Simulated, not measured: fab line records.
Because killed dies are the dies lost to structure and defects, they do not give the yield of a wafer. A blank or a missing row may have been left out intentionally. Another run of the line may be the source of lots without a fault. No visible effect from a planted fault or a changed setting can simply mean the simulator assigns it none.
The tool behind it: which one? | flow n5_finfet | 11 lots, 32 wafers sampled, at 3 steps of a route of 1938

## WHAT EACH GAUGE READ, for each wafer
N5_STI_FIN_REVEAL_FIN_H_MEAS_10.
lot  | measured    | on     | trench_depth_nm (nm)
L515 | day 2 19:30 | ocd-02 | 51.9 51.2 51.3
L517 | day 3 07:43 | ocd-02 | 51.3 50.2 52.1
L518 | day 3 13:20 | ocd-02 | 51.2 51.1 50.5
L519 | day 3 18:50 | ocd-02 | 52.0 51.4 50.5
L521 | day 4 09:14 | ocd-01 | 52.5 52.0 52.0
L525 | day 5 14:59 | ocd-02 | 53.2 53.1 53.2
L527 | day 5 20:16 | ocd-02 | 52.3 52.6 52.5
L528 | day 6 01:52 | ocd-02 | 52.1 51.5 50.4
L530 | day 6 12:52 | ocd-01 | 52.6 52.0
L532 | day 7 00:23 | ocd-01 | 51.8 53.2 52.6
L534 | day 7 14:42 | ocd-02 | 51.4 51.5 51.5

## TOOL THAT RAN EACH LOT (tool first, then ch and the chambers of the sampled wafers, then the start)
lot  | N5_STI_FIN_REVEAL_DENSIFY_30    | N5_STI_FIN_REVEAL_OXIDATION_33
L515 | rtp_anneal-01 ch 0, day 2 16:22 | plasma_asher-02 ch 0,1, day 2 19:19
L517 | rtp_anneal-01 ch 0, day 3 04:04 | plasma_asher-01 ch 0,1, day 3 07:32
L518 | rtp_anneal-01 ch 0, day 3 09:53 | plasma_asher-01 ch 0,1, day 3 13:08
L519 | rtp_anneal-01 ch 0, day 3 15:30 | plasma_asher-01 ch 0, day 3 18:38
L521 | rtp_anneal-02 ch 0, day 4 05:44 | plasma_asher-02 ch 0, day 4 08:58
L525 | rtp_anneal-02 ch 0, day 5 11:49 | plasma_asher-02 ch 0,1, day 5 14:44
L527 | rtp_anneal-01 ch 0, day 5 17:07 | plasma_asher-02 ch 0,1, day 5 20:05
L528 | rtp_anneal-02 ch 0, day 5 22:35 | plasma_asher-02 ch 0,1, day 6 01:40
L530 | rtp_anneal-02 ch 0, day 6 09:45 | plasma_asher-01 ch 0,1, day 6 12:41
L532 | rtp_anneal-01 ch 0, day 6 21:13 | plasma_asher-02 ch 1, day 7 00:11
L534 | rtp_anneal-02 ch 0, day 7 11:17 | plasma_asher-01 ch 0,1, day 7 14:30
- N5_STI_FIN_REVEAL_DENSIFY_30
- N5_STI_FIN_REVEAL_OXIDATION_33: chemistry O2 PLASMA REMOTE, time 20 s.

## THE ANSWER, worked out from the rows above alone
Rule: the lots themselves supply what counts as usual. Put in order of their means at a reading, lots are off if they are a third of the lots or fewer, leave a main group of 4 or more, and stand apart from it by a gap of 3 or more times the standard deviation of the main group's means; of several such gaps the widest counts. If all means in a main group match to the digits the tables above print for the reading, that group is not used. A lot without any number at a reading at which 4 lots or more have one is off too. The other lots that the step has rows for count as sound.
No lot is off at any reading shown: from this, nothing can be told.

## WHAT THE SIMULATOR PUT IN
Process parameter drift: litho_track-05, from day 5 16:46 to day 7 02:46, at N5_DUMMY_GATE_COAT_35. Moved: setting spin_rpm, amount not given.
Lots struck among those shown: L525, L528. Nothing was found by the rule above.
